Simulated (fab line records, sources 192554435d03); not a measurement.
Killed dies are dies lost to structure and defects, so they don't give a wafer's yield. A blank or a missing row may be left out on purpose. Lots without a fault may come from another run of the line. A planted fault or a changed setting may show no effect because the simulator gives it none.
Chamber matching | flow n5_finfet | N5_STI_FIN_REVEAL_ALD_14 on ald_sin-01: 4 sister chambers
The step deposits Si3N4, target thk 3 nm. 8 wafers are shown with their chamber, then 7 later ones without.

WAFERS WITH THEIR CHAMBER
wafer  | chamber | heater_power_w (W)
L076.5 | 1       | 896
L079.1 | 0       | 746
L079.2 | 3       | 806
L080.2 | 1       | 914
L080.4 | 2       | 800
L080.5 | 2       | 826
L081.2 | 0       | 744
L081.3 | 3       | 809

WAFERS WITHOUT THEIR CHAMBER
wafer  | heater_power_w (W)
L081.5 | 801
L092.1 | 754
L092.3 | 810
L092.4 | 912
L093.2 | 919
L093.4 | 795
L093.6 | 827

WHICH CHAMBER EACH WENT THROUGH
wafer  | from the rows above     | in truth
L081.5 | can't be placed: 3 or 2 | 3
L092.1 | 0                       | 0
L092.3 | can't be placed: 3 or 2 | 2
L092.4 | 1                       | 1
L093.2 | 1                       | 1
L093.4 | can't be placed: 3 or 2 | 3
L093.6 | can't be placed: 2 or 3 | 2
Placed correctly: 3 of 7. Can't be placed from these rows: 4 (the true chamber is among the candidates in 4). Placed wrongly: 0.
How it was worked out, from the rows above alone: a wafer's distance from a chamber is the root of the sum, over the readings, of the square of ((its reading less the chamber's mean) divided by the reading's scatter). The wafer belongs to the nearest chamber; if the next one is less than 2 further off, it can't be placed. A chamber's mean is the mean of its shown wafers. The scatter: the root of (the sum of the squares of (reading less its chamber's mean) over the shown wafers, divided by (wafers less chambers)).
